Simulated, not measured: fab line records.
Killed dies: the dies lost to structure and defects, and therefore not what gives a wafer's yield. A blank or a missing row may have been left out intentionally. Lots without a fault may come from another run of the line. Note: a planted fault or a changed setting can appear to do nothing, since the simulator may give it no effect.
One fault through the eyes of 2 desks | flow n5 finfet | what lay behind the numbers comes last; until then each desk has only its own

== AT THE METROLOGY DESK ==
Means of the sampled wafers that have a number, per lot and without regard to the tool the lot ran on: this is what the gauges read. A lot is out of limits, marked OUT, if its mean lies more than 4 standard deviations from the usual mean; the brackets give that distance. Readings shown: 7 of its 11, picked as those furthest out on some lot.
Columns: A = DIBL_N at N5_BEOL_M4_RC_MEAS_101, usual 35.1 mV/V; B = DIBL_P at N5_BEOL_M4_RC_MEAS_101, usual 34.9 mV/V; C = IOFF_P at N5_BEOL_M4_RC_MEAS_101, usual 0.21 nA/um; D = ION_P at N5_BEOL_M4_RC_MEAS_101, usual 463 uA/um; E = SS_N at N5_BEOL_M4_RC_MEAS_101, usual 71.2 mV/dec; F = VT_N at N5_BEOL_M4_RC_MEAS_101, usual 251 mV; G = VT_P at N5_BEOL_M4_RC_MEAS_101, usual -250 mV
lot  | first seen here | A    | B    | C    | D   | E    | F   | G
L511 | day 7 17:11     | 32.6 | 32.4 | 0.17 | 460 | 71.1 | 253 | -251
L512 | day 8 03:28     | 34.2 | 34.0 | 0.20 | 466 | 70.7 | 252 | -249
L513 | day 8 11:30     | 33.6 | 33.1 | 0.17 | 458 | 71.1 | 251 | -254
L514 | day 8 11:38     | 33.7 | 33.3 | 0.14 | 453 | 70.4 | 254 | -257
L515 | day 9 02:10     | 32.2 | 32.3 | 0.19 | 464 | 71.0 | 252 | -247
L517 | day 9 07:35     | 35.1 | 34.0 | 0.16 | 451 | 71.6 | 255 | -257
L516 | day 9 10:26     | 34.6 | 35.3 | 0.21 | 468 | 71.3 | 252 | -248
L520 | day 9 22:19     | 34.3 | 33.8 | 0.19 | 462 | 70.6 | 251 | -248
L521 | day 10 12:59    | 34.9 | 34.0 | 0.17 | 458 | 70.9 | 254 | -255
L528 | day 12 13:08    | 34.4 | 34.8 | 0.21 | 466 | 71.1 | 250 | -247
L532 | day 14 02:18    | 36.5 | 35.3 | 0.25 | 470 | 71.4 | 251 | -245
Finding of this desk: none of the 11 lots has anything out of limits.

== AT THE TOOL OWNER'S DESK: cvd co-02 ==
The tool's own readings at N5_BEOL_M3_CVD_47 (deposits Co from CCTBA/H2, target thk 3 nm, time 223.8 s): means of the sampled wafers that have a number, for each lot that ran on this tool. A lot is out of limits, marked OUT, if its mean lies more than 4 standard deviations from the usual mean; the brackets give that distance.
Columns: A = chamber pressure Torr at N5_BEOL_M3_CVD_47, usual 29.99 Torr; B = run length s at N5_BEOL_M3_CVD_47, usual 246.8 s
lot  | first seen here | A     | B
L512 | day 8 04:41     | 30.04 | 247.0
L513 | day 8 12:19     | 29.94 | 247.2
L514 | day 8 12:38     | 30.03 | 246.8
L516 | day 9 11:26     | 30.04 | 247.0
L528 | day 12 13:43    | 29.99 | 273.9 (+54) OUT
This desk's verdict: out of limits on L528, starting with L528 at day 12 13:43 (run length s at N5_BEOL_M3_CVD_47). L512, L513, L514, L516 stayed within limits.

== BROUGHT TOGETHER ==
At day 12 13:43, on L528, the tool owner's desk was in a position to raise an alarm.
Nothing out of limits was seen by the metrology desk.
The metrology desk has L528 on record, within its limits.
Of the lots named, all ran N5_BEOL_M3_CVD_47 on cvd co-02.

== WHAT WAS PUT IN BY THE SIMULATOR ==
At N5_BEOL_M3_CVD_47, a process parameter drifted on cvd co-02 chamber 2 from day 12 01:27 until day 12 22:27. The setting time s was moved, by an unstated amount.
Struck lots among those shown: L528.
Time in hours from fault onset to the first out-of-limits reading at each desk: the tool owner's desk, 12.
